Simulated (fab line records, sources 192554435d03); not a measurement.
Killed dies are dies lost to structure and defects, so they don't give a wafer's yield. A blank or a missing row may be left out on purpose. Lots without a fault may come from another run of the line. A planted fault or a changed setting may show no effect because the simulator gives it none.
A struck lot beside a sound one | flow n5_finfet | 37 steps out of a route of 1938
Sound: wafers L418.1, L418.2, L418.5. Struck: wafers L413.1, L413.2, L413.6. The cause comes at the end.
At each step with rows: each side's tool, then ch and its chambers, then its first start. Under that, the readings that differ: sound wafers | struck wafers | difference of the means | sigmas: that difference in standard deviations of wafers without a fault.
alike: readings whose means differ by less than 2 such deviations, and words and numbers that are the same on both sides. not compared: withheld readings, readings that some wafer has no value for, bounds like >300 that may hide the same value, and numbers for which the record gives no deviation and whose values overlap.
The two part at a step that has a row with sigmas, a row that says differs or no value, or rows on one side only. Numbers that don't overlap but have no deviation are shown without sigmas and don't part them. A reading that every wafer of one side lacks parts them only if that side has two wafers or more.

first, 9 steps without rows for these wafers: N5_WELL_APT_COAT_02 (resist thk 950 nm); N5_WELL_APT_EBR_04; N5_WELL_APT_SOFTBAKE_03 (time 60 s); N5_WELL_APT_EXPOSE_05 (exposes mask NWELL, defocus 0 nm, target cd 200 nm); N5_WELL_APT_PEB_06 (peb time 90 s); N5_WELL_APT_DEVELOP_07 (develop time 45 s); N5_WELL_APT_HARDBAKE_12 (time 120 s); N5_WELL_APT_DESCUM_13 (chemistry O2, time 7.9 s); N5_WELL_APT_IMPLANT_14.
N5_WELL_APT_IMPLANT_15:
  sound on implanter-02 ch 0, day 6 08:52; struck on implanter-01 ch 0, day 5 02:13
  reading            | sound                            | struck                           | difference  | sigmas
  dose_ions_cm2      | 1.5003e+13 1.5023e+13 1.4983e+13 | 2.3174e+13 2.3138e+13 2.3155e+13 | +8.1527e+12 | +99 or more
  faraday_current_uA | 195 191 196                      | 293 297 293                      | +100        | +25
  alike: tilt_deg
then, 25 steps without rows for these wafers: N5_WELL_APT_STRIP_16 (strips in SPM, time 900 s); N5_WELL_APT_HMDS_18 (time 60 s); N5_WELL_APT_COAT_19 (resist thk 950 nm); N5_WELL_APT_EBR_21; N5_WELL_APT_SOFTBAKE_20 (time 60 s); N5_WELL_APT_EXPOSE_22 (exposes mask PWELL, defocus 0 nm, target cd 200 nm); N5_WELL_APT_PEB_23 (peb time 90 s); N5_WELL_APT_DEVELOP_24 (develop time 45 s); N5_WELL_APT_HARDBAKE_29 (time 120 s); N5_WELL_APT_DESCUM_30 (chemistry O2, time 7.9 s); N5_WELL_APT_IMPLANT_31; N5_WELL_APT_IMPLANT_32; N5_WELL_APT_STRIP_33 (strips in SPM, time 900 s); N5_WELL_APT_RTA_34 (time 10 s); N5_WELL_APT_OXIDE_STRIP_42 (strips SiO2 in dHF, time 45 s, target depth 12 nm); N5_WELL_APT_PRECLEAN_36 (cleans in O3/DIW, time 45 s); N5_WELL_APT_PRECLEAN_39 (cleans in dHF, time 60 s); N5_WELL_APT_SRD_37 (time 30 s); N5_WELL_APT_EPI_41 (deposits Si from SiH4/H2, target thk 50 nm, time 297.7 s); N5_PMOS_HMC_CHANNEL_EPI_HM_DEP_34 (deposits SiO2 from TEOS/O2, target thk 36 nm, time 6.9 s); N5_PMOS_HMC_CHANNEL_EPI_COAT_31 (time 60 s, resist thk 66 nm); N5_PMOS_HMC_CHANNEL_EPI_COAT_03 (resist thk 205 nm); N5_PMOS_HMC_CHANNEL_EPI_EBR_05; N5_PMOS_HMC_CHANNEL_EPI_SOFTBAKE_04 (time 60 s); N5_PMOS_HMC_CHANNEL_EPI_EXPOSE_06 (exposes mask PMOS HMC BLK, target cd 240 nm).
-- the record jumps here: 7 days lie between the struck wafers' starts before and after (it left off in module PMOS_HMC_CHANNEL_EPI and takes up again in module BEOL_M4, whose first step shown is number 1111 of the route) --
N5_BEOL_M4_RC_MEAS_101:
  sound on prober-02 ch 0, day 12 23:50; struck on prober-02 ch 0, day 11 18:54
  reading             | sound                      | struck                     | difference | sigmas
  CJ_P                | 5.86 5.80 5.69             | 7.20 7.30 7.32             | +1.49      | +6
  IOFF_P_LONG (nA/um) | 0.000105 0.000105 0.000102 | 0.000155 0.000154 0.000157 | +0.000051  | +6
  alike: DIBL_N, DIBL_P, IOFF_N, IOFF_P, ION_N, ION_P, SS_N, SS_P, VT_N, VT_P
-- the record jumps here: 5 days lie between the struck wafers' starts before and after (it left off in module BEOL_M4 and takes up again in module PASSIVATION, whose first step shown is number 1936 of the route) --
N5_PASSIVATION_PROBE_49:
  the record has rows for the struck wafers here (prober-01, day 16 13:20) and none for the sound ones

WHERE THEY PART
First at N5_WELL_APT_IMPLANT_15; last, within this record, at N5_PASSIVATION_PROBE_49.

WHY: what the simulator had put in
Process parameter drift: implanter-01, from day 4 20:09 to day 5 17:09, at N5_WELL_APT_IMPLANT_15. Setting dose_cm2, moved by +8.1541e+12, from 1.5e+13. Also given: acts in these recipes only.
